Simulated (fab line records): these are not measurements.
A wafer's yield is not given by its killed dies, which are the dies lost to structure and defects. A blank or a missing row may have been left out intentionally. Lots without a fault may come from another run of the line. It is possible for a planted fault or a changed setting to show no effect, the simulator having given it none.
Matching of chambers :: flow n5 finfet :: N5_ZERO_LAYER_ETCH_18 on rie si-03: 4 sister chambers
The step etches Si in HBr/Cl2, target depth 120 nm, time 40 s. 4 wafers are shown with their chamber, then 11 later ones without.

== EACH WAFER AND ITS CHAMBER ==
wafer: L083.3
chamber: 1
drypump motor current A (A): 5.1

wafer: L083.5
chamber: 3
drypump motor current A (A): 5.6

wafer: L083.6
chamber: 0
drypump motor current A (A): 6.4

wafer: L086.3
chamber: 2
drypump motor current A (A): 5.7

== WAFERS WHOSE CHAMBER IS MISSING ==
wafer: L086.4
drypump motor current A (A): 5.1

wafer: L086.6
drypump motor current A (A): 6.4

wafer: L087.2
drypump motor current A (A): 5.5

wafer: L087.4
drypump motor current A (A): 5.1

wafer: L087.6
drypump motor current A (A): 5.7

wafer: L090.2
drypump motor current A (A): 5.7

wafer: L090.3
drypump motor current A (A): 5.1

wafer: L090.5
drypump motor current A (A): 5.7

wafer: L095.1
drypump motor current A (A): 5.5

wafer: L095.2
drypump motor current A (A): 5.1

wafer: L095.3
drypump motor current A (A): 5.7

== WHICH CHAMBER EACH WENT THROUGH ==
wafer: L086.4
from the rows above: 1
in truth: 1

wafer: L086.6
from the rows above: 0
in truth: 0

wafer: L087.2
from the rows above: 3
in truth: 3

wafer: L087.4
from the rows above: 1
in truth: 1

wafer: L087.6
from the rows above: 2
in truth: 2

wafer: L090.2
from the rows above: 2
in truth: 2

wafer: L090.3
from the rows above: 1
in truth: 1

wafer: L090.5
from the rows above: 2
in truth: 2

wafer: L095.1
from the rows above: 3
in truth: 3

wafer: L095.2
from the rows above: 1
in truth: 1

wafer: L095.3
from the rows above: 2
in truth: 2
Placed correctly: 11 of 11. Left unplaced by these rows: 0. Placed wrongly: 0.
How it was worked out, from the rows above alone: a wafer's distance from a chamber is the root of the sum, over the readings, of the square of ((its reading less the chamber's mean) divided by the reading's scatter). If the next closest chamber is less than 2 further off than the closest, the wafer can't be placed; otherwise it belongs to the closest. Each chamber's mean is taken over the wafers shown for it. The scatter: with one shown wafer a chamber, the root of the mean of the squares of how far each hidden wafer lies from its nearest shown one.
